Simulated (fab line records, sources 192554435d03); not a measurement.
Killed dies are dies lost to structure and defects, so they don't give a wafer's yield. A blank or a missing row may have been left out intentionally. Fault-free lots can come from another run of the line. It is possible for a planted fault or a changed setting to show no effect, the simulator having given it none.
fab line records + flow n5_finfet
record:
- lots: 7
- wafers: 21
route steps=1938 shown PASSIVATION@1930
start_h: hours from the record's first day to the start of the lot's first wafer shown + wait_h: hours since the lot's step before + " identical to the entry in the row above + L1.1+2: a single row standing in for several wafers + - value missing, or start not given + * or withheld: withheld + < > ~ a bound
route shown NAME@n: NAME is a module with steps in the file, n the number in the route of the first one + usual: mean/standard deviation taken from wafers without a fault + same: alike in all rows + chamber/n: place in a boat + sites: each site's reading + _std_site: their standard deviation + _edge_site: inner sites' mean taken away from outer sites' mean + radius_mm: for every site, how far away it sits from the centre of the wafer + mask NAME#n: copy n + behind: tool/chamber where the wafer was last shaped + hold: what put the lot on hold/how long, in hours/how the hold closed + device: transistor that didn't switch, given as n, p or np + end of line: the route-end tests of the same wafers + for a step that has no rows: nothing shown but its recipe + killed: not the wafer's yield, but the dies lost to structure and defects at the first sort + map: shows each die of a wafer: x if killed, . if not, _ if none is there
set.NAME: the run value of the setting; set.NAME@STEP: its run value at that earlier step + model.NAME: the simulator's own value behind a step, which no gauge read
lots where settings were altered on purpose, with a table for each step and a row for each wafer
== steps ==
step: N5_PASSIVATION_ETCH_54
recipe:
- chemistry: CHF3/O2
- target: SiO2
- target_depth_a: 8800
- CHF3_flow_sccm: 50
- O2_flow_sccm: 5
- Ar_flow_sccm: 200
- time_s: 440
- mask_material: PR
- pressure_mtorr: 30
- source_w: 650
- bias_w: 170
- ion_energy_ev: 200
usual:
- rf_vpp_V: 525/8.6
| lot.wafer | tool        | chamber | start_h | wait_h | set.source_w | rf_vpp_V | model.etch.depth_nm | model.PASSIVATION.feature_depth_nm |
|-----------|-------------|---------|---------|--------|--------------|----------|---------------------|------------------------------------|
| L079.3    | rie_diel-03 | 3       | 342.68  | 0.1    | 650          | 533      | 886                 | 886                                |
| L079.4    | "           | 0       | "       | "      | 650          | 519      | 915.8               | 915.8                              |
| L079.6    | "           | 3       | "       | "      | 756.5        | 495      | 947.4               | 947.4                              |
| L075.2    | rie_diel-03 | 0       | 353.92  | 0.1    | 650          | 519      | 909.6               | 909.6                              |
| L075.3    | "           | 1       | "       | "      | 650          | 523      | 893.1               | 893                                |
| L075.6    | "           | 0       | "       | "      | 572.8        | 553      | 870.6               | 870.6                              |
| L081.1    | rie_diel-06 | 3       | 356.95  | 0.1    | 650          | 526      | 890.7               | 890.8                              |
| L081.2    | "           | 2       | "       | "      | 650          | 534      | 905.7               | 905.6                              |
| L081.4    | "           | 0       | "       | "      | 650          | 544      | 883.3               | 883.4                              |
| L088.1    | rie_diel-02 | 2       | 405.59  | 0.1    | 701.2        | 503      | 916.3               | 916.2                              |
| L088.2    | "           | 3       | "       | "      | 650          | 522      | 876.7               | 876.6                              |
| L088.4    | "           | 1       | "       | "      | 650          | 519      | 881.6               | 881.6                              |
| L091.2    | rie_diel-02 | 2       | 411.92  | 0.1    | 650          | 522      | 887.4               | 887.4                              |
| L091.4    | "           | 0       | "       | "      | 650          | 531      | 889.3               | 889.2                              |
| L091.6    | "           | 0       | "       | "      | 650          | 531      | 884.9               | 884.8                              |
| L095.1    | rie_diel-02 | 0       | 457.37  | 0.1    | 650          | 530      | 892.9               | 893                                |
| L095.3    | "           | 3       | "       | "      | 758.3        | 485      | 946.6               | 946.6                              |
| L095.4    | "           | 2       | "       | "      | 758.3        | 482      | 947.1               | 947                                |
| L096.4    | rie_diel-06 | 1       | 460.80  | 0.1    | 650          | 512      | 893.1               | 893.2                              |
| L096.5    | "           | 2       | "       | "      | 697.5        | 516      | 908.2               | 908.2                              |
| L096.6    | "           | 1       | "       | "      | 697.5        | 495      | 921.6               | 921.6                              |
== key ==
split:
- step: N5_PASSIVATION_ETCH_54
- setting: source_w
- stated: 650
- by: wafer
response:
- step: N5_PASSIVATION_ETCH_54
- reading: rf_vpp_V
- change: -2.3
- per: 1%
- r: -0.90
response:
- step: N5_PASSIVATION_ETCH_54
- reading: model.etch.depth_nm
- change: +3.09
- per: 1%
- r: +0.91
response:
- step: N5_PASSIVATION_ETCH_54
- reading: model.PASSIVATION.feature_depth_nm
- change: +3.08
- per: 1%
- r: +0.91
